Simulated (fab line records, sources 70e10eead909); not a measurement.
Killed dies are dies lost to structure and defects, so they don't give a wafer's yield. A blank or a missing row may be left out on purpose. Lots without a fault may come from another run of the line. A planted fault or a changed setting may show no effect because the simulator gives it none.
Chamber matching | flow nand_harc | NHARC_A_DECK1_JOINT_ETCHBACK_07 on rie_si-03: 4 sister chambers
The step etches the open film in HBr, target depth 105 nm, time 26.9 s. 16 wafers are shown with their chamber, then 8 later ones without.

WAFERS WITH THEIR CHAMBER
wafer  | chamber | drypump_motor_current_A (A) | rf_fwd_power_W (W) | oes_product_au (a.u.)
L126.1 | 3       | 5.3                         | 340.5              | 1.016
L126.2 | 2       | 5.0                         | 346.2              | 1.017
L126.6 | 0       | 6.0                         | 346.5              | 1.001
L127.2 | 1       | 5.2                         | 344.2              | 1.001
L127.4 | 2       | 4.9                         | 344.9              | 1.007
L127.5 | 1       | 5.2                         | 342.2              | 1.001
L129.1 | 0       | 6.0                         | 345.5              | 0.999
L129.4 | 1       | 5.2                         | 342.3              | 0.994
L129.5 | 3       | 5.3                         | 343.5              | 1.010
L130.3 | 3       | 5.3                         | 342.5              | 1.010
L130.4 | 1       | 5.2                         | 343.1              | 0.988
L130.5 | 3       | 5.3                         | 342.8              | 1.000
L131.1 | 0       | 6.0                         | 345.9              | 0.995
L131.3 | 3       | 5.3                         | 341.2              | 1.021
L131.6 | 3       | 5.3                         | 343.0              | 1.011
L137.4 | 1       | 5.2                         | 344.0              | 0.994

SIGNATURES (means of the wafers above)
reading                 | chamber 0 | chamber 1 | chamber 2 | chamber 3 | scatter within a chamber
drypump_motor_current_A | 6.000     | 5.200     | 4.950     | 5.300     | 0.0204
rf_fwd_power_W          | 345.967   | 343.160   | 345.550   | 342.250   | 0.977
oes_product_au          | 0.99833   | 0.99560   | 1.01200   | 1.01133   | 0.00604
Rule: a wafer's distance from a chamber is the root of the sum, over the readings, of the square of ((its reading less the chamber's mean) divided by the reading's scatter). The wafer belongs to the nearest chamber; if the next one is less than 2 further off, it can't be placed. The scatter: the root of (the sum of the squares of (reading less its chamber's mean) over the shown wafers, divided by (wafers less chambers)).

WAFERS WITHOUT THEIR CHAMBER
wafer  | drypump_motor_current_A (A) | rf_fwd_power_W (W) | oes_product_au (a.u.)
L137.5 | 4.9                         | 345.7              | 0.998
L137.6 | 5.3                         | 341.6              | 1.010
L143.2 | 6.0                         | 341.5              | 1.005
L143.4 | 5.3                         | 340.7              | 1.010
L143.6 | 6.0                         | 343.8              | 1.012
L144.3 | 5.3                         | 341.9              | 1.004
L144.5 | 5.3                         | 343.7              | 1.003
L144.6 | 5.0                         | 346.4              | 1.001

WHICH CHAMBER EACH WENT THROUGH
wafer  | from the rows above | in truth
L137.5 | 2                   | 2
L137.6 | 3                   | 3
L143.2 | 0                   | 0
L143.4 | 3                   | 3
L143.6 | 0                   | 0
L144.3 | 3                   | 3
L144.5 | 3                   | 3
L144.6 | 2                   | 2
Placed correctly: 8 of 8. Can't be placed from these rows: 0. Placed wrongly: 0.
